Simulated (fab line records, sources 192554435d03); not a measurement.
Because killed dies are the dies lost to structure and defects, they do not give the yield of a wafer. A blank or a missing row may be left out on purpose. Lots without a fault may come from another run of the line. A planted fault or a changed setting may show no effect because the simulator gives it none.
Matching of chambers    flow n5-finfet    rie-diel-04 running N5_BEOL_M0_SAQP_ETCH_83: 4 sister chambers
The step etches SiARC in CF4, target depth 39 nm, time 65 s. 22 wafers are shown with their chamber, then 11 later ones without.

## WAFERS, EACH WITH ITS CHAMBER
wafer   chamber  showerhead-plenum-p-Torr (Torr)  throttle-valve-pct (%)  oes-product-au (a.u.)
L074.2  2        2.05                             15.55                   0.66
L074.3  3        2.29                             15.08                   0.77
L074.5  1        2.11                             15.70                   0.59
L075.2  1        2.11                             15.70                   0.59
L075.4  3        2.29                             15.10                   0.77
L075.6  1        2.11                             15.69                   0.59
L078.1  0        2.08                             15.62                   0.77
L078.2  2        2.05                             15.55                   0.66
L078.5  2        2.05                             15.56                   0.65
L086.2  2        2.04                             15.58                   0.65
L086.3  3        2.28                             15.14                   0.73
L086.6  3        2.28                             15.13                   0.73
L088.1  2        2.04                             15.60                   0.64
L088.5  3        2.28                             15.16                   0.72
L088.6  2        2.04                             15.60                   0.64
L090.1  0        2.08                             15.68                   0.74
L090.4  2        2.04                             15.61                   0.63
L090.5  1        2.10                             15.76                   0.57
L092.2  1        2.10                             15.76                   0.57
L092.3  2        2.04                             15.60                   0.64
L092.6  2        2.04                             15.59                   0.64
L093.2  3        2.28                             15.14                   0.72

SIGNATURES (averages over the wafers above)
reading                   chamber 0  chamber 1  chamber 2  chamber 3  scatter within a chamber
showerhead-plenum-p-Torr  2.0800     2.1060     2.0433     2.2833     0.00502
throttle-valve-pct        15.6500    15.7220    15.5822    15.1250    0.0292
oes-product-au            0.7550     0.5820     0.6456     0.7400     0.0159
Rule: for each reading, subtract the chamber's mean from the wafer's reading, divide by that reading's scatter and square the result; add these up over the readings and take the root, which gives the wafer's distance from the chamber. The wafer belongs to the nearest chamber; if the next one is less than 2 further off, it can't be placed. How the scatter is found: for the shown wafers, subtract from each reading the mean of its chamber, square and add these, divide the total by (wafers less chambers), then take the root.

## WAFERS WITH NO CHAMBER GIVEN
wafer   showerhead-plenum-p-Torr (Torr)  throttle-valve-pct (%)  oes-product-au (a.u.)
L093.5  2.10                             15.75                   0.57
L093.6  2.07                             15.67                   0.74
L094.2  2.28                             15.14                   0.71
L094.3  2.04                             15.61                   0.63
L094.4  2.10                             15.76                   0.56
L096.3  2.04                             15.62                   0.63
L096.4  2.07                             15.66                   0.73
L096.5  2.28                             15.16                   0.71
L097.2  2.27                             15.19                   0.71
L097.4  2.10                             15.28                   0.81
L097.5  2.04                             15.65                   0.63

## EACH ONE'S CHAMBER
wafer    from the rows above   in truth
L093.5   1                     1
L093.6   0                     0
L094.2   3                     3
L094.3   2                     2
L094.4   1                     1
L096.3   2                     2
L096.4   0                     0
L096.5   3                     3
L097.2   3                     3
L097.4   0                     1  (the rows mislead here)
L097.5   2                     2
10 of 11 placed correctly. Not placeable from these rows: 0. Wrongly placed: 1.
